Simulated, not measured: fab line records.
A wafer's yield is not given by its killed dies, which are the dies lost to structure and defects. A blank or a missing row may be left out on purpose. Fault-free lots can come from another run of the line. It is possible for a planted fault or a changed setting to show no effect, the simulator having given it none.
Comparing a struck lot with a sound one | flow n5 finfet | 39 steps out of a route of 1938
Sound: the wafers L495.2, L495.4, L495.6. Struck: wafer L499.4 (left out: L499.3, L499.5 of the same lot, which were not struck); the cause appears at the end.
Order at every step that has rows: each side's tool, ch and its chambers, its first start. Under that, the readings that differ: sound wafers | struck wafers | difference of the means | sigmas: that difference in standard deviations of wafers without a fault.
alike: a reading whose means differ by less than 2 such deviations, as well as words and numbers matching on both sides. not compared: withheld readings; readings where some wafer has no value; bounds like >300 that might hide an equal value; numbers whose values overlap and for which the record gives no deviation.
A row with sigmas, a row that says differs or no value, or rows on one side alone: a step with any of these is where the two part. When numbers do not overlap yet have no deviation, they are printed without sigmas and do not part them. A reading missing from all wafers of one side parts the sides only when that side holds two or more wafers.

first, 11 steps without rows for these wafers: N5_BEOL_M4_STRIP_65 (strips in N2/H2); N5_BEOL_M4_STRIP_75 (strips in N2/H2); N5_BEOL_M4_STRIP_66 (strips in CF4); N5_BEOL_M4_HM_OPEN_17 (chemistry Cl2/BCl3, target TiN, target depth 20 nm, overetch 6 nm); N5_BEOL_M4_STRIP_19 (strips in O2); N5_BEOL_M4_COAT_67 (time 60 s, resist thk 60 nm); N5_BEOL_M4_COAT_68 (time 60 s, resist thk 12 nm); N5_BEOL_M4_COAT_76 (time 60 s, resist thk 5 nm); N5_BEOL_M4_COAT_22 (resist thk 30 nm); N5_BEOL_M4_EBR_24; N5_BEOL_M4_SOFTBAKE_23 (time 60 s).
N5_BEOL_M4_EXPOSE_25: exposes mask V3, defocus 5 nm.
  sound on euv scanner-01 ch 0, day 11 17:25; struck on euv scanner-01 ch 0, day 12 05:23
  alike: mask
then, 2 steps without rows for these wafers: N5_BEOL_M4_PEB_26 (peb time 60 s); N5_BEOL_M4_DEVELOP_27 (develop time 30 s).
N5_BEOL_M4_CD_MEAS_28: target cd 26.2 nm, target cd y 24.1 nm.
  sound on cd sem-03 ch 0, day 11 17:33; struck on cd sem-03 ch 0, day 12 05:31
  reading    | sound             | struck | difference | sigmas
  cd nm (nm) | 25.88 26.10 26.13 | 16.26  | -9.78      | -43
then, 22 steps without rows for these wafers: N5_BEOL_M4_DESCUM_33 (chemistry O2, time 7 s); N5_BEOL_M4_ETCH_77 (etches underlayer in N2/H2, target depth 6.5 nm, time 5.2 s); N5_BEOL_M4_ETCH_69 (etches SiARC in CF4, target depth 15.6 nm, time 26 s); N5_BEOL_M4_ALD_98 (deposits SiO2, target thk 2.5 nm, pulse time 1 s, co reactant pulse time 1 s); N5_BEOL_M4_ETCHBACK_99 (etches SiO2 in CHF3, target depth 5 nm, time 10.4 s); N5_BEOL_M4_ETCH_70 (etches SOC in N2/H2, target depth 80 nm, overetch 24 nm, time 130 s); N5_BEOL_M4_STRIP_71 (strips in N2/H2); N5_BEOL_M4_STRIP_78 (strips in N2/H2); N5_BEOL_M4_VIA_ETCH_34 (etches the open film in C4F6/O2, target depth 69.4 nm, time 65.9 s); N5_BEOL_M4_STRIP_83 (strips in C4F6/O2); N5_BEOL_M4_STRIP_36 (strips in N2/H2); N5_BEOL_M4_TRENCH_ETCH_37 (etches SiOC in C4F6/O2, target depth 55.555 nm, time 29.2 s); N5_BEOL_M4_ETCH_41 (etches SiCN in CH3F/O2, target depth 29.9 nm, time 52.5 s); N5_BEOL_M4_STRIP_97 (strips in N2/H2, time 10 s); N5_BEOL_M4_HM_STRIP_39 (strips TiN in peroxide tin strip, target depth 25 nm, time 158 s); N5_BEOL_M4_SRD_40 (time 30 s); N5_BEOL_M4_PRECLEAN_42 (cleans in residue remover, time 60 s); N5_BEOL_M4_SRD_43 (time 30 s); N5_BEOL_M4_DEGAS_44 (time 60 s); N5_BEOL_M4_PRE_CLEAN_45 (time 30 s); N5_BEOL_M4_ALD_84 (deposits TaN, pulse time 2 s, purge time 3 s, co reactant purge time 2 s); N5_BEOL_M4_SURFACE_TREAT_85.
N5_BEOL_M4_RC_MEAS_101:
  the record has rows for the sound wafers here (prober-02 ch 0, day 12 02:04) and none for the struck ones
-- a jump in the record: the struck wafers' starts before and after are 6 days apart (it breaks off in module BEOL_M4 and resumes in module PASSIVATION, where the first step shown is number 1936 of the route) --
N5_PASSIVATION_PROBE_49:
  sound on prober-01, day 16 02:56; struck on prober-01, day 17 18:36
  reading                  | sound          | struck | difference | sigmas
  defect limited yield (%) | 84.7 90.8 85.8 | 0      | -87        | -51
  killed_at_M4_up          | 18 7 12        | 1095   | +1083      | +99 or more
  killed at front end      | 89 39 62       | 35     | -28        | -2
  killed dies              | 180 108 167    | 1180   | +1028      | +51
  killed on rim            | 28 14 23       | 152    | +130       | +33
  killed open              | 116 66 102     | 66     | -29        | -2
  killed short             | 63 41 64       | 25     | -31        | -3
  sort_bin_5_function (%)  | 9.1 5.0 7.9    | 34.1   | +26.8      | +24
  sort_bin_6_memory (%)    | 5.8 3.9 5.8    | 3.4    | -1.8       | -2
  sort n pass              | 1000 1072 1013 | 0      | -1028      | -49
  sort yield pct (%)       | 84.7 90.8 85.8 | 0      | -87        | -51
  alike: killed_at_M0_to_M3, killed at contacts, killed at other

## WHERE THEY PART
First at N5_BEOL_M4_CD_MEAS_28; last, within this record, at N5_PASSIVATION_PROBE_49.

WHY: what had been put in by the simulator
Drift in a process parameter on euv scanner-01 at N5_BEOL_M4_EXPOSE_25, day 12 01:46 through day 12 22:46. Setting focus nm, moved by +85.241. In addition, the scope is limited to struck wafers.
